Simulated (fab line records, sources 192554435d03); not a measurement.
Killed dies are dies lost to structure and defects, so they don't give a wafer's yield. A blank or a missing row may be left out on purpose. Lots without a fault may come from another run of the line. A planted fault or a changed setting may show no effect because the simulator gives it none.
Chamber matching | flow n5_finfet | N5_SPACER0_ALD_07 on ald_sin-01: 3 sister chambers
The step deposits SiNx, target thk 2 nm. 3 wafers are shown with their chamber, then 5 later ones without.

WAFERS WITH THEIR CHAMBER
wafer  | chamber | heater_power_outer_w (W)
L156.1 | 2       | 538
L157.1 | 3       | 453
L157.4 | 1       | 531

WAFERS WITHOUT THEIR CHAMBER
wafer  | heater_power_outer_w (W)
L157.5 | 544
L159.3 | 549
L159.4 | 448
L160.3 | 461
L160.5 | 524

WHICH CHAMBER EACH WENT THROUGH
wafer  | from the rows above     | in truth
L157.5 | can't be placed: 2 or 1 | 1
L159.3 | can't be placed: 2 or 1 | 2
L159.4 | 3                       | 3
L160.3 | 3                       | 3
L160.5 | can't be placed: 1 or 2 | 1
Placed correctly: 2 of 5. Can't be placed from these rows: 3 (the true chamber is among the candidates in 3). Placed wrongly: 0.
How it was worked out, from the rows above alone: a wafer's distance from a chamber is the root of the sum, over the readings, of the square of ((its reading less the chamber's mean) divided by the reading's scatter). The wafer belongs to the nearest chamber; if the next one is less than 2 further off, it can't be placed. A chamber's mean is the mean of its shown wafers. The scatter: with one shown wafer a chamber, the root of the mean of the squares of how far each hidden wafer lies from its nearest shown one.
